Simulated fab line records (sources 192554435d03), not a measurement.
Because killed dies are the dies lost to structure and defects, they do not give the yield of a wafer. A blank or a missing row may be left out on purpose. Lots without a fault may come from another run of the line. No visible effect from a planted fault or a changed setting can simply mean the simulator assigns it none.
A struck lot beside a sound one ; flow n5Finfet ; 15 out of 1938 route steps
Sound: these wafers, L998.1, L998.2, L998.4. The struck wafers were L987.4, L987.5, L987.6. The cause comes at the end.
Order at every step that has rows: each side's tool, ch and its chambers, its first start. Under that, the readings that differ: sound wafers ; struck wafers ; difference of the means ; sigmas: that difference in standard deviations of wafers without a fault.
alike: words and numbers the same on both sides, and readings whose means are apart by under 2 such deviations; not compared: readings that were withheld, readings missing a value for some wafer, numbers with overlapping values and no deviation given by the record, and bounds like >300 which may hide the same value.
A row with sigmas, a row that says differs or no value, or rows on one side alone: a step with any of these is where the two part. Numbers that have no deviation but don't overlap get no sigmas and don't part them. A reading missing from all wafers of one side parts the sides only when that side holds two or more wafers.

first, 7 steps without rows for these wafers: N5_PASSIVATION_COAT_38; N5_PASSIVATION_EBR_40; N5_PASSIVATION_SOFTBAKE_39 (time 120 s); N5_PASSIVATION_EXPOSE_41 (exposes mask PASS OPEN, defocus 0 nm, target cd 40000 nm); N5_PASSIVATION_PEB_42; N5_PASSIVATION_DEVELOP_43 (develop time 60 s); N5_PASSIVATION_HARDBAKE_45 (time 120 s).
N5_PASSIVATION_CD_MEAS_44: target cd 40000 nm.
  sound on cdSem-02 ch 0, day 17 22:08; struck on cdSem-03 ch 0, day 15 08:45
  alike: cdNm
N5_PASSIVATION_OVL_MEAS_66:
  sound on overlay-01 ch 0, day 17 22:10; struck on overlay-02 ch 0, day 15 08:46
  alike: PASS_OPEN_OVL
N5_PASSIVATION_INSPECT_67: inspects for defects (macro).
  sound: defectInspect-01 at day 17 22:11; struck: defectInspect-02 at day 15 08:48
  alike: rawDefectCount
N5_PASSIVATION_DESCUM_46: chemistry O2, time 7.9 s.
  sound on rieDiel-02 ch 0,1,2, day 17 22:14; struck on rieDiel-01 ch 0,2,3, day 15 08:50
  alike: drypumpMotorCurrentA, oesProductAu, rfVppV, showerheadPlenumPTorr, throttleValvePct
  not compared: rfHoursCounterH
N5_PASSIVATION_PASS_ETCH_47: etches SiNx in CF4/O2, target depth 770 nm, time 385 s.
  sound on rieDiel-02 ch 0,1,2, day 17 22:16; struck on rieDiel-01 ch 0,2,3, day 15 08:52
  alike: cf4FlowSccm, drypumpMotorCurrentA, oesProductAu, rfFwdPowerW, rfVppV, showerheadPlenumPTorr, throttleValvePct
  not compared: rfHoursCounterH
N5_PASSIVATION_ETCH_54: etches SiO2 in CHF3/O2, target depth 880 nm, time 440 s.
  sound on rieDiel-02 ch 0,1,2, day 17 22:29; struck on rieDiel-01 ch 0,2,3, day 15 09:05
reading;sound;struck;difference;sigmas
rfFwdPowerW (W);649.3 648.8 650.7;488.7 493.9 493.5;-157.6;-83
rfVppV (V);541 537 496;618 598 571;+71;+5
model.PASSIVATION.featureDepthNm (nm);861.2 851.8 901.4;775.8 787 806.4;-81.7;
model.etch.depthNm (nm);861.2 851.8 901.4;775.8 787 806.3;-81.8;
  alike: drypumpMotorCurrentA, oesProductAu, showerheadPlenumPTorr, throttleValvePct
  not compared: rfHoursCounterH
N5_PASSIVATION_STRIP_48: strips in O2.
  sound on rieDiel-02 ch 0,1,2, day 17 22:47; struck on rieDiel-01 ch 0,2,3, day 15 09:23
  alike: drypumpMotorCurrentA, oesProductAu, rfVppV, showerheadPlenumPTorr, throttleValvePct
  not compared: rfHoursCounterH
N5_PASSIVATION_PROBE_49:
  sound: prober-01 at day 18 02:49; struck: prober-01 at day 15 12:02
reading;sound;struck;difference;sigmas
killedAtOther;1 0 4;49 16 3;+21;+8
  alike: defectLimitedYield, killed_at_M0_to_M3, killed_at_M4_up, killedAtContacts, killedAtFrontEnd, killedDies, killedOpen, killedShort, sort_bin_5_function, sort_bin_6_memory, sort_bin_8_speed, sortNPass

== WHERE THEY PART ==
First at N5_PASSIVATION_ETCH_54; last, within this record, at N5_PASSIVATION_PROBE_49.

WHY: the cause the simulator had injected
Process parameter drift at N5_PASSIVATION_ETCH_54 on rieDiel-01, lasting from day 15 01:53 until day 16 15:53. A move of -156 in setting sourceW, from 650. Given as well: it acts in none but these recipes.
